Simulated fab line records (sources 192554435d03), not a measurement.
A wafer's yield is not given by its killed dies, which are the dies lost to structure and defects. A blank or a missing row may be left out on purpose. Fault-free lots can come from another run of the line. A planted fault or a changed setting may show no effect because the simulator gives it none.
Split-lot study / flow n5 finfet / on a route of 1938 steps: 7 lots, 21 wafers read

THE SPLIT
At N5_BEOL_M3_EXPOSE_08 (exposes mask M3), the setting dose mj was moved away from the recipe's 33 on 5 of the 21 wafers read, by -4.5% to +4.3%. For the rest of the wafers, this setting stayed at what the recipe calls for.

FROM THE SPLIT TO THE READING: what the file shows between them, 3 steps
- N5_BEOL_M3_PEB_09: peb time 60 s
- N5_BEOL_M3_DEVELOP_10: develop time 30 s
- N5_BEOL_M3_DESCUM_16: chemistry O2, time 7 s

THE READING
BEOL_M3.cd offset nm (the simulator's own value, which no gauge read), in nm, at N5_BEOL_M3_ETCH_74 (etches underlayer in N2/H2, target depth 6.5 nm, time 5.2 s). The file gives no usual value for it. Across the 16 wafers here that went through the recipe, the average is -0.1 nm and the standard deviation 0.19 nm.

wafer=L075.3; tool, chamber at the split=euv scanner-01, 0; dose mj as run=33; against the recipe=recipe; BEOL_M3.cd offset nm, nm=-0.2; against lot-mates on the recipe=-
wafer=L075.4; tool, chamber at the split=euv scanner-01, 0; dose mj as run=33; against the recipe=recipe; BEOL_M3.cd offset nm, nm=-0.2; against lot-mates on the recipe=-
wafer=L075.5; tool, chamber at the split=euv scanner-01, 0; dose mj as run=33; against the recipe=recipe; BEOL_M3.cd offset nm, nm=-0.4; against lot-mates on the recipe=-
wafer=L074.1; tool, chamber at the split=euv scanner-02, 0; dose mj as run=31.51; against the recipe=-4.5%; BEOL_M3.cd offset nm, nm=-1.2; against lot-mates on the recipe=-0.6
wafer=L074.5; tool, chamber at the split=euv scanner-02, 0; dose mj as run=31.51; against the recipe=-4.5%; BEOL_M3.cd offset nm, nm=-1.2; against lot-mates on the recipe=-0.6
wafer=L074.3; tool, chamber at the split=euv scanner-02, 0; dose mj as run=33; against the recipe=recipe; BEOL_M3.cd offset nm, nm=-0.6; against lot-mates on the recipe=-
wafer=L082.2; tool, chamber at the split=euv scanner-02, 0; dose mj as run=34.42; against the recipe=+4.3%; BEOL_M3.cd offset nm, nm=1; against lot-mates on the recipe=+1.2
wafer=L082.3; tool, chamber at the split=euv scanner-02, 0; dose mj as run=34.42; against the recipe=+4.3%; BEOL_M3.cd offset nm, nm=0.8; against lot-mates on the recipe=+1.0
wafer=L082.4; tool, chamber at the split=euv scanner-02, 0; dose mj as run=33; against the recipe=recipe; BEOL_M3.cd offset nm, nm=-0.2; against lot-mates on the recipe=-
wafer=L087.1; tool, chamber at the split=euv scanner-02, 0; dose mj as run=33; against the recipe=recipe; BEOL_M3.cd offset nm, nm=0; against lot-mates on the recipe=-
wafer=L087.5; tool, chamber at the split=euv scanner-02, 0; dose mj as run=33; against the recipe=recipe; BEOL_M3.cd offset nm, nm=0; against lot-mates on the recipe=-
wafer=L087.4; tool, chamber at the split=euv scanner-02, 0; dose mj as run=33; against the recipe=recipe; BEOL_M3.cd offset nm, nm=-0.2; against lot-mates on the recipe=-
wafer=L090.2; tool, chamber at the split=euv scanner-01, 0; dose mj as run=33; against the recipe=recipe; BEOL_M3.cd offset nm, nm=0; against lot-mates on the recipe=-
wafer=L090.3; tool, chamber at the split=euv scanner-01, 0; dose mj as run=33; against the recipe=recipe; BEOL_M3.cd offset nm, nm=0; against lot-mates on the recipe=-
wafer=L090.4; tool, chamber at the split=euv scanner-01, 0; dose mj as run=33; against the recipe=recipe; BEOL_M3.cd offset nm, nm=0; against lot-mates on the recipe=-
wafer=L094.3; tool, chamber at the split=euv scanner-02, 0; dose mj as run=33; against the recipe=recipe; BEOL_M3.cd offset nm, nm=-0.2; against lot-mates on the recipe=-
wafer=L094.5; tool, chamber at the split=euv scanner-02, 0; dose mj as run=33; against the recipe=recipe; BEOL_M3.cd offset nm, nm=-0.2; against lot-mates on the recipe=-
wafer=L094.4; tool, chamber at the split=euv scanner-02, 0; dose mj as run=33; against the recipe=recipe; BEOL_M3.cd offset nm, nm=-0.4; against lot-mates on the recipe=-
wafer=L097.1; tool, chamber at the split=euv scanner-02, 0; dose mj as run=33.74; against the recipe=+2.2%; BEOL_M3.cd offset nm, nm=0.4; against lot-mates on the recipe=+0.3
wafer=L097.2; tool, chamber at the split=euv scanner-02, 0; dose mj as run=33; against the recipe=recipe; BEOL_M3.cd offset nm, nm=0; against lot-mates on the recipe=-
wafer=L097.4; tool, chamber at the split=euv scanner-02, 0; dose mj as run=33; against the recipe=recipe; BEOL_M3.cd offset nm, nm=0.2; against lot-mates on the recipe=-

FIT RESULTS
A straight line over all 21 wafers: BEOL_M3.cd offset nm changes by +0.238 nm for each +1% of dose mj; r = +0.94; the points scatter about the line by 0.18 nm.
The same after taking each lot's own level away (the mean of its wafers on the recipe; 21 wafers): +0.187 nm for each +1%; r = +0.94; scatter 0.14 nm.
On that fit, the largest move of dose mj shifts the reading by 0.84 nm.
The lots' own levels span -0.60 to 0.10 nm, that is 3.6 times the standard deviation above.
Hence the slope depends on the lot-to-lot level, as the two fits are not the same.
Check: for one of the wafers moved furthest among these (-4.5%), held out of the fit, the line's prediction against its lot-mates is -0.884 nm. Against them it came out at -0.6 nm.

FILE'S OWN FIT
BEOL_M3.cd offset nm changes by +0.185 nm for each +1% of dose mj, r = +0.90.
